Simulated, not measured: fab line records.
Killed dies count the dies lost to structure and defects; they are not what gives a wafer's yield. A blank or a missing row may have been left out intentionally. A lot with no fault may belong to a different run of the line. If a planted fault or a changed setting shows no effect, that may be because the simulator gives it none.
Which tool did it? + flow nandHarc + 7 lots with 21 wafers sampled at 2 steps, on a route of 1302 steps

## WHAT EACH GAUGE READ, for each wafer
NHARC_A_ONON_D2_THK_MEAS_21: measures by ellipsometry.
| lot  | measured     | on           | thkNm (nm)     |
|------|--------------|--------------|----------------|
| L702 | day 13 09:54 | filmMetro-01 | 1010 1011 1011 |
| L704 | day 14 04:04 | filmMetro-02 | 1007 1007 1005 |
| L707 | day 15 11:09 | filmMetro-01 | 993 996 994    |
| L714 | day 18 02:01 | filmMetro-01 | 577 578 577    |
| L720 | day 20 20:08 | filmMetro-01 | 1000 1002 1002 |
| L722 | day 22 02:56 | filmMetro-02 | 1008 1006 1006 |
| L724 | day 23 01:54 | filmMetro-01 | 985 984 984    |

## WHAT TOOL EACH LOT RAN ON (gives the tool, then ch and the chambers of the sampled wafers, and finally the start)
| lot  | NHARC_A_ONON_D2_DEP_19          |
|------|---------------------------------|
| L702 | pecvdOnon-04 ch 0, day 13 09:27 |
| L704 | pecvdOnon-01 ch 0, day 14 03:36 |
| L707 | pecvdOnon-04 ch 0, day 15 10:46 |
| L714 | pecvdOnon-01 ch 0, day 18 01:38 |
| L720 | pecvdOnon-04 ch 0, day 20 19:41 |
| L722 | pecvdOnon-02 ch 0, day 22 02:25 |
| L724 | pecvdOnon-04 ch 0, day 23 01:26 |
- NHARC_A_ONON_D2_DEP_19: target thk 1000 nm.

## THE ANSWER, worked out from the rows above alone
Rule: usual is defined by the lots themselves. Put in order of their means at a reading, lots are off if they are a third of the lots or fewer, leave a main group of 4 or more, and stand apart from it by a gap of 3 or more times the standard deviation of the main group's means; of several such gaps the widest counts. If all means in a main group match to the digits the tables above print for the reading, that group is not used. Also off: a lot with no number at a reading for which 4 or more lots have one. Any other lot the step has rows for is counted as sound.
Off at NHARC_A_ONON_D2_THK_MEAS_21 (thkNm): L714. For the main group the mean is 1001 nm and the standard deviation 8.9.
If a tool, at a process step before that reading, ran all the lots that are off and no sound lot after the first of them, it fits. The gauges at NHARC_A_ONON_D2_THK_MEAS_21 are tried like those tools. One fits: NHARC_A_ONON_D2_DEP_19 on pecvdOnon-01. Its last sound lot is L704 (day 14 03:36), its first lot that is off L714 (day 18 01:38): a fault that began between those two fits.

## WHAT HAD BEEN PUT IN BY THE SIMULATOR
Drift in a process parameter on pecvdOnon-01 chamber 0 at NHARC_A_ONON_D2_DEP_19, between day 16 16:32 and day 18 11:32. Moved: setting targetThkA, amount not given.
Struck lots among those shown: L714. The same result came from the rule above.
